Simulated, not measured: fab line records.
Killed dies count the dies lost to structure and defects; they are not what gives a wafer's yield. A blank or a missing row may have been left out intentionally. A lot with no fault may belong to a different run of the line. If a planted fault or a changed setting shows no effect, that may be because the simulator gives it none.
Which tool did it? :: flow n5_finfet :: 7 lots, 21 wafers sampled, at 8 steps of a route of 1938

WHAT THE GAUGES SHOWED, per wafer
N5_FIN_SAQP_THK_MEAS_05.
lot: L148
measured: day 2 03:59
on: film_metro-02
thk_nm (nm): 37.1 38.0 38.0

lot: L151
measured: day 2 21:44
on: film_metro-02
thk_nm (nm): 37.9 38.7 38.4

lot: L153
measured: day 3 09:48
on: film_metro-01
thk_nm (nm): 38.2 38.3 38.6

lot: L161
measured: day 5 08:42
on: film_metro-02
thk_nm (nm): 37.3 38.3 63.3

lot: L163
measured: day 5 22:14
on: film_metro-01
thk_nm (nm): 37.6 38.3 38.3

lot: L169
measured: day 7 09:16
on: film_metro-01
thk_nm (nm): 37.7 37.5 38.1

lot: L170
measured: day 7 14:29
on: film_metro-01
thk_nm (nm): 38.0 38.9 38.7

N5_FIN_SAQP_CD_MEAS_37 targets a cd of 8 nm.
lot: L148
measured: day 2 09:46
on: cd_sem-02
cd_nm (nm): 8.05 7.98 8.47

lot: L151
measured: day 3 03:11
on: cd_sem-01
cd_nm (nm): 8.08 8.17 8.09

lot: L153
measured: day 3 14:49
on: cd_sem-02
cd_nm (nm): 7.88 8.18 8.29

lot: L161
measured: day 5 14:17
on: cd_sem-02
cd_nm (nm): 8.34 7.98 7.36

lot: L163
measured: day 6 02:58
on: cd_sem-01
cd_nm (nm): 8.18 8.22 8.03

lot: L169
measured: day 7 14:17
on: cd_sem-03
cd_nm (nm): 8.21 8.42 8.23

lot: L170
measured: day 7 20:08
on: cd_sem-01
cd_nm (nm): 8.32 7.91 7.84

N5_BEOL_M4_RC_MEAS_101.
lot: L148
measured: day 8 13:32
on: prober-01
DIBL_N (mV/V): 38.2 37.7 39.7
DIBL_P (mV/V): 38.3 36.9 38.2
IOFF_N (nA/um): 0.174 0.154 0.195
IOFF_P (nA/um): 0.251 0.215 0.248
ION_N (uA/um): 683 675 675
ION_P (uA/um): 471 464 465
SS_N (mV/dec): 72.4 72.0 72.0
SS_P (mV/dec): 73.7 73.3 73.9
VT_N (mV): 248.6 250.5 248.5
VT_P (mV): -245.4 -246.7 -249.7

lot: L151
measured: day 8 21:04
on: prober-02
DIBL_N (mV/V): 37.4 35.2 37.5
DIBL_P (mV/V): 38.7 35.6 38.4
IOFF_N (nA/um): 0.190 0.150 0.201
IOFF_P (nA/um): 0.217 0.176 0.208
ION_N (uA/um): 691 671 688
ION_P (uA/um): 466 457 466
SS_N (mV/dec): 71.3 70.5 71.4
SS_P (mV/dec): 72.6 72.5 72.7
VT_N (mV): 247.0 248.2 245.2
VT_P (mV): -251.9 -253.0 -251.5

lot: L153
measured: day 9 13:05
on: prober-01
DIBL_N (mV/V): 38.6 38.2 37.8
DIBL_P (mV/V): 37.1 37.4 35.5
IOFF_N (nA/um): 0.156 0.152 0.137
IOFF_P (nA/um): 0.234 0.229 0.201
ION_N (uA/um): 668 673 674
ION_P (uA/um): 467 469 461
SS_N (mV/dec): 71.9 71.0 71.8
SS_P (mV/dec): 73.6 73.6 73.1
VT_N (mV): 252.9 249.7 253.1
VT_P (mV): -250.9 -249.4 -250.7

lot: L161
measured: day 11 09:58
on: prober-01
DIBL_N (mV/V): 36.1 36.5 33.6
DIBL_P (mV/V): 35.9 35.2 32.2
IOFF_N (nA/um): 0.178 0.171 0.122
IOFF_P (nA/um): 0.230 0.226 0.176
ION_N (uA/um): 679 679 660
ION_P (uA/um): 475 467 454
SS_N (mV/dec): 72.0 71.3 70.9
SS_P (mV/dec): 74.0 73.6 73.0
VT_N (mV): 245.3 245.6 253.4
VT_P (mV): -247.7 -244.8 -251.4

lot: L163
measured: day 12 01:35
on: prober-01
DIBL_N (mV/V): 38.8 36.8 35.9
DIBL_P (mV/V): 38.3 36.7 34.8
IOFF_N (nA/um): 0.210 0.172 0.150
IOFF_P (nA/um): 0.260 0.236 0.195
ION_N (uA/um): 679 685 666
ION_P (uA/um): 466 462 452
SS_N (mV/dec): 71.5 71.6 71.4
SS_P (mV/dec): 73.9 73.6 73.1
VT_N (mV): 245.5 248.6 250.7
VT_P (mV): -248.1 -248.9 -251.8

lot: L169
measured: day 13 20:19
on: prober-01
DIBL_N (mV/V): 36.9 36.1 37.2
DIBL_P (mV/V): 37.2 36.4 37.9
IOFF_N (nA/um): 0.179 0.162 0.189
IOFF_P (nA/um): 0.233 0.231 0.242
ION_N (uA/um): 680 683 687
ION_P (uA/um): 468 469 471
SS_N (mV/dec): 71.7 71.4 72.7
SS_P (mV/dec): 73.4 74.0 74.3
VT_N (mV): 249.0 249.9 247.6
VT_P (mV): -246.6 -250.1 -248.8

lot: L170
measured: day 14 01:29
on: prober-01
DIBL_N (mV/V): 36.2 35.2 37.5
DIBL_P (mV/V): 36.6 34.4 37.0
IOFF_N (nA/um): 0.155 0.125 0.157
IOFF_P (nA/um): 0.221 0.181 0.228
ION_N (uA/um): 673 660 673
ION_P (uA/um): 465 451 460
SS_N (mV/dec): 71.6 70.8 71.8
SS_P (mV/dec): 74.1 73.0 74.3
VT_N (mV): 250.7 253.3 250.6
VT_P (mV): -249.9 -250.6 -249.8

TOOL THAT RAN EACH LOT (tool first, then ch and the chambers of the sampled wafers, then the start)
lot: L148
N5_PMOS_HMC_CHANNEL_EPI_DESCUM_14: rie_diel-03 ch 0,3, day 2 00:36
N5_PMOS_HMC_CHANNEL_EPI_HM_OPEN_15: rie_diel-03 ch 0,3, day 2 00:40
N5_FIN_SAQP_DENSIFY_62: rtp_anneal-01 ch 0, day 2 03:40
N5_FIN_SAQP_HM_DEP_03: pecvd-03 ch 1,2, day 2 03:53
N5_FIN_SAQP_HM_OPEN_33: rie_diel-04 ch 1,3, day 2 09:21

lot: L151
N5_PMOS_HMC_CHANNEL_EPI_DESCUM_14: rie_diel-01 ch 1,2, day 2 17:40
N5_PMOS_HMC_CHANNEL_EPI_HM_OPEN_15: rie_diel-01 ch 1,2, day 2 17:45
N5_FIN_SAQP_DENSIFY_62: rtp_anneal-01 ch 0, day 2 21:26
N5_FIN_SAQP_HM_DEP_03: pecvd-04 ch 0,2, day 2 21:40
N5_FIN_SAQP_HM_OPEN_33: rie_diel-05 ch 2,3, day 3 02:47

lot: L153
N5_PMOS_HMC_CHANNEL_EPI_DESCUM_14: rie_diel-02 ch 1,2, day 3 05:48
N5_PMOS_HMC_CHANNEL_EPI_HM_OPEN_15: rie_diel-02 ch 1,2, day 3 05:53
N5_FIN_SAQP_DENSIFY_62: rtp_anneal-01 ch 0, day 3 09:33
N5_FIN_SAQP_HM_DEP_03: pecvd-04 ch 0,1, day 3 09:43
N5_FIN_SAQP_HM_OPEN_33: rie_diel-05 ch 2,3, day 3 14:25

lot: L161
N5_PMOS_HMC_CHANNEL_EPI_DESCUM_14: rie_diel-03 ch 0,1, day 5 05:09
N5_PMOS_HMC_CHANNEL_EPI_HM_OPEN_15: rie_diel-03 ch 0,1, day 5 05:14
N5_FIN_SAQP_DENSIFY_62: rtp_anneal-02 ch 0, day 5 08:16
N5_FIN_SAQP_HM_DEP_03: pecvd-04 ch 0,1,2, day 5 08:37
N5_FIN_SAQP_HM_OPEN_33: rie_diel-05 ch 1,3, day 5 13:53

lot: L163
N5_PMOS_HMC_CHANNEL_EPI_DESCUM_14: rie_diel-01 ch 0,1,2, day 5 17:55
N5_PMOS_HMC_CHANNEL_EPI_HM_OPEN_15: rie_diel-01 ch 0,1,2, day 5 17:59
N5_FIN_SAQP_DENSIFY_62: rtp_anneal-02 ch 0, day 5 21:56
N5_FIN_SAQP_HM_DEP_03: pecvd-03 ch 0, day 5 22:07
N5_FIN_SAQP_HM_OPEN_33: rie_diel-06 ch 1,2,3, day 6 02:33

lot: L169
N5_PMOS_HMC_CHANNEL_EPI_DESCUM_14: rie_diel-02 ch 0,1, day 7 05:49
N5_PMOS_HMC_CHANNEL_EPI_HM_OPEN_15: rie_diel-02 ch 0,1, day 7 05:53
N5_FIN_SAQP_DENSIFY_62: rtp_anneal-01 ch 0, day 7 08:58
N5_FIN_SAQP_HM_DEP_03: pecvd-01 ch 0,1,2, day 7 09:11
N5_FIN_SAQP_HM_OPEN_33: rie_diel-04 ch 0,3, day 7 13:52

lot: L170
N5_PMOS_HMC_CHANNEL_EPI_DESCUM_14: rie_diel-01 ch 0,1,2, day 7 11:05
N5_PMOS_HMC_CHANNEL_EPI_HM_OPEN_15: rie_diel-01 ch 0,1,2, day 7 11:10
N5_FIN_SAQP_DENSIFY_62: rtp_anneal-01 ch 0, day 7 14:14
N5_FIN_SAQP_HM_DEP_03: pecvd-03 ch 1,2, day 7 14:24
N5_FIN_SAQP_HM_OPEN_33: rie_diel-04 ch 0,1,3, day 7 19:44
- N5_PMOS_HMC_CHANNEL_EPI_DESCUM_14: chemistry O2, time 7.9 s.
- N5_PMOS_HMC_CHANNEL_EPI_HM_OPEN_15: chemistry CHF3/O2, target SiO2, target depth 40.6 nm, time 20.3 s.
- N5_FIN_SAQP_DENSIFY_62: time 60 s.
- N5_FIN_SAQP_HM_DEP_03: deposits SiNx from SiH4/NH3/N2, target thk 38 nm, time 33.6 s.
- N5_FIN_SAQP_HM_OPEN_33: chemistry CH3F/O2, target SiNx, target depth 49.4 nm, time 70.6 s.

WHAT THE TOOLS THEMSELVES READ (means of the sampled wafers that have a number; where no wafer has one, the mark that the record gives instead)
N5_PMOS_HMC_CHANNEL_EPI_DESCUM_14.
lot: L148
tool: rie_diel-03
drypump_motor_current_A (A): 5.7
o2_flow_sccm (sccm): 225.2
oes_product_au (a.u.): 0.70
rf_vpp_V (V): 243.6
showerhead_plenum_p_Torr (Torr): 2.13
throttle_valve_pct (%): 20.52

lot: L151
tool: rie_diel-01
drypump_motor_current_A (A): 5.4
o2_flow_sccm (sccm): 225.1
oes_product_au (a.u.): 0.84
rf_vpp_V (V): 243.5
showerhead_plenum_p_Torr (Torr): 2.10
throttle_valve_pct (%): 20.23

lot: L153
tool: rie_diel-02
drypump_motor_current_A (A): 5.3
o2_flow_sccm (sccm): 225.0
oes_product_au (a.u.): 0.82
rf_vpp_V (V): 242.1
showerhead_plenum_p_Torr (Torr): 2.05
throttle_valve_pct (%): 20.52

lot: L161
tool: rie_diel-03
drypump_motor_current_A (A): 6.3
o2_flow_sccm (sccm): 224.3
oes_product_au (a.u.): 0.72
rf_vpp_V (V): 243.1
showerhead_plenum_p_Torr (Torr): 2.13
throttle_valve_pct (%): 20.37

lot: L163
tool: rie_diel-01
drypump_motor_current_A (A): 5.4
o2_flow_sccm (sccm): 225.2
oes_product_au (a.u.): 0.84
rf_vpp_V (V): 243.2
showerhead_plenum_p_Torr (Torr): 2.13
throttle_valve_pct (%): 20.32

lot: L169
tool: rie_diel-02
drypump_motor_current_A (A): 5.9
o2_flow_sccm (sccm): 225.6
oes_product_au (a.u.): 0.73
rf_vpp_V (V): 242.9
showerhead_plenum_p_Torr (Torr): 2.10
throttle_valve_pct (%): 20.56

lot: L170
tool: rie_diel-01
drypump_motor_current_A (A): 5.4
o2_flow_sccm (sccm): 224.9
oes_product_au (a.u.): 0.82
rf_vpp_V (V): 242.6
showerhead_plenum_p_Torr (Torr): 2.12
throttle_valve_pct (%): 20.35

N5_PMOS_HMC_CHANNEL_EPI_HM_OPEN_15.
lot: L148
tool: rie_diel-03
bias_w (W): 169.8
drypump_motor_current_A (A): 5.7
oes_product_au (a.u.): 0.71
rf_vpp_V (V): 528
showerhead_plenum_p_Torr (Torr): 2.44
throttle_valve_pct (%): 18.97

lot: L151
tool: rie_diel-01
bias_w (W): 169.8
drypump_motor_current_A (A): 5.4
oes_product_au (a.u.): 0.84
rf_vpp_V (V): 527
showerhead_plenum_p_Torr (Torr): 2.41
throttle_valve_pct (%): 18.67

lot: L153
tool: rie_diel-02
bias_w (W): 169.8
drypump_motor_current_A (A): 5.3
oes_product_au (a.u.): 0.81
rf_vpp_V (V): 522
showerhead_plenum_p_Torr (Torr): 2.37
throttle_valve_pct (%): 19.02

lot: L161
tool: rie_diel-03
bias_w (W): 170.1
drypump_motor_current_A (A): 6.3
oes_product_au (a.u.): 0.73
rf_vpp_V (V): 527
showerhead_plenum_p_Torr (Torr): 2.45
throttle_valve_pct (%): 18.87

lot: L163
tool: rie_diel-01
bias_w (W): 170.3
drypump_motor_current_A (A): 5.4
oes_product_au (a.u.): 0.85
rf_vpp_V (V): 526
showerhead_plenum_p_Torr (Torr): 2.44
throttle_valve_pct (%): 18.77

lot: L169
tool: rie_diel-02
bias_w (W): 170.2
drypump_motor_current_A (A): 5.9
oes_product_au (a.u.): 0.72
rf_vpp_V (V): 524
showerhead_plenum_p_Torr (Torr): 2.42
throttle_valve_pct (%): 19.09

lot: L170
tool: rie_diel-01
bias_w (W): 169.9
drypump_motor_current_A (A): 5.4
oes_product_au (a.u.): 0.83
rf_vpp_V (V): 527
showerhead_plenum_p_Torr (Torr): 2.44
throttle_valve_pct (%): 18.79

N5_FIN_SAQP_DENSIFY_62.
lot: L148
tool: rtp_anneal-01
lamp_power_pct (%): 9.82
wafer_temp_C_max: 703.0

lot: L151
tool: rtp_anneal-01
lamp_power_pct (%): 9.83
wafer_temp_C_max: 703.5

lot: L153
tool: rtp_anneal-01
lamp_power_pct (%): 9.87
wafer_temp_C_max: 703.4

lot: L161
tool: rtp_anneal-02
lamp_power_pct (%): 9.86
wafer_temp_C_max: 704.1

lot: L163
tool: rtp_anneal-02
lamp_power_pct (%): 9.85
wafer_temp_C_max: 703.6

lot: L169
tool: rtp_anneal-01
lamp_power_pct (%): 9.89
wafer_temp_C_max: 703.9

lot: L170
tool: rtp_anneal-01
lamp_power_pct (%): 9.89
wafer_temp_C_max: 704.3

N5_FIN_SAQP_HM_DEP_03.
lot: L148
tool: pecvd-03
chamber_pressure_Torr (Torr): 1.500
heater_power_w (W): 720
showerhead_plenum_p_Torr (Torr): 5.20
throttle_valve_pct (%): 38.6

lot: L151
tool: pecvd-04
chamber_pressure_Torr (Torr): 1.500
heater_power_w (W): 742
showerhead_plenum_p_Torr (Torr): 5.19
throttle_valve_pct (%): 40.4

lot: L153
tool: pecvd-04
chamber_pressure_Torr (Torr): 1.499
heater_power_w (W): 815
showerhead_plenum_p_Torr (Torr): 5.21
throttle_valve_pct (%): 37.5

lot: L161
tool: pecvd-04
chamber_pressure_Torr (Torr): 1.503
heater_power_w (W): 770
showerhead_plenum_p_Torr (Torr): 5.19
throttle_valve_pct (%): 38.6

lot: L163
tool: pecvd-03
chamber_pressure_Torr (Torr): 1.502
heater_power_w (W): 798
showerhead_plenum_p_Torr (Torr): 5.25
throttle_valve_pct (%): 37.7

lot: L169
tool: pecvd-01
chamber_pressure_Torr (Torr): 1.499
heater_power_w (W): 720
showerhead_plenum_p_Torr (Torr): 5.16
throttle_valve_pct (%): 39.8

lot: L170
tool: pecvd-03
chamber_pressure_Torr (Torr): 1.503
heater_power_w (W): 838
showerhead_plenum_p_Torr (Torr): 5.20
throttle_valve_pct (%): 38.2

N5_FIN_SAQP_HM_OPEN_33.
lot: L148
tool: rie_diel-04
bias_w (W): 72.85
drypump_motor_current_A (A): 5.7
etch_rf_on_time_s (s): 68.1
oes_product_au (a.u.): 0.68
rf_vpp_V (V): 299.7
showerhead_plenum_p_Torr (Torr): 2.06
throttle_valve_pct (%): 16.16

lot: L151
tool: rie_diel-05
bias_w (W): 72.78
drypump_motor_current_A (A): 5.9
etch_rf_on_time_s (s): 71.3
oes_product_au (a.u.): 0.59
rf_vpp_V (V): 298.8
showerhead_plenum_p_Torr (Torr): 2.01
throttle_valve_pct (%): 16.34

lot: L153
tool: rie_diel-05
bias_w (W): 72.90
drypump_motor_current_A (A): 5.9
etch_rf_on_time_s (s): 71.1
oes_product_au (a.u.): 0.59
rf_vpp_V (V): 298.8
showerhead_plenum_p_Torr (Torr): 2.01
throttle_valve_pct (%): 16.35

lot: L161
tool: rie_diel-05
bias_w (W): 72.96
drypump_motor_current_A (A): 5.7
etch_rf_on_time_s (s): 84.7
oes_product_au (a.u.): 0.63
rf_vpp_V (V): 300.7
showerhead_plenum_p_Torr (Torr): 2.06
throttle_valve_pct (%): 16.23

lot: L163
tool: rie_diel-06
bias_w (W): 73.02
drypump_motor_current_A (A): 6.2
etch_rf_on_time_s (s): 69.6
oes_product_au (a.u.): 0.67
rf_vpp_V (V): 296.7
showerhead_plenum_p_Torr (Torr): 1.98
throttle_valve_pct (%): 16.20

lot: L169
tool: rie_diel-04
bias_w (W): 73.35
drypump_motor_current_A (A): 5.5
etch_rf_on_time_s (s): 67.6
oes_product_au (a.u.): 0.81
rf_vpp_V (V): 300.7
showerhead_plenum_p_Torr (Torr): 2.05
throttle_valve_pct (%): 16.02

lot: L170
tool: rie_diel-04
bias_w (W): 72.95
drypump_motor_current_A (A): 5.7
etch_rf_on_time_s (s): 69.0
oes_product_au (a.u.): 0.78
rf_vpp_V (V): 301.2
showerhead_plenum_p_Torr (Torr): 2.04
throttle_valve_pct (%): 16.02

THE ANSWER, worked out from the rows above alone
Rule: the lots themselves supply what counts as usual. The widest of any qualifying gaps counts: lots, ordered by their means at a reading, are off when they make up no more than a third of the lots, leave a main group of 4 or more, and stand apart from it by 3 or more times the standard deviation of that group's means. If all means in a main group match to the digits the tables above print for the reading, that group is not used. Also off: a lot with no number at a reading for which 4 or more lots have one. Where the step has rows for the other lots, those lots are counted as sound. After the gauges, taken in route order, come the tools' own readings; for these a lot's mean is taken, as printed above. At the first step where some lot is off, the reading lying furthest off is the one used; lots without a number count as furthest.
Off, at N5_FIN_SAQP_THK_MEAS_05 on thk_nm: L161. The main group: mean 38.1 nm, standard deviation 0.31.
If a tool, at a process step before that reading, ran all the lots that are off and no sound lot after the first of them, it fits. The gauges at N5_FIN_SAQP_THK_MEAS_05 aren't tried: what is off there is off at N5_FIN_SAQP_HM_OPEN_33 too, on other tools, and a gauge's error can't cause that. Undecided on this evidence; 2 tools fit (rie_diel-03 at N5_PMOS_HMC_CHANNEL_EPI_DESCUM_14 and N5_PMOS_HMC_CHANNEL_EPI_HM_OPEN_15, pecvd-04 at N5_FIN_SAQP_HM_DEP_03).

WHAT HAD BEEN PUT IN BY THE SIMULATOR
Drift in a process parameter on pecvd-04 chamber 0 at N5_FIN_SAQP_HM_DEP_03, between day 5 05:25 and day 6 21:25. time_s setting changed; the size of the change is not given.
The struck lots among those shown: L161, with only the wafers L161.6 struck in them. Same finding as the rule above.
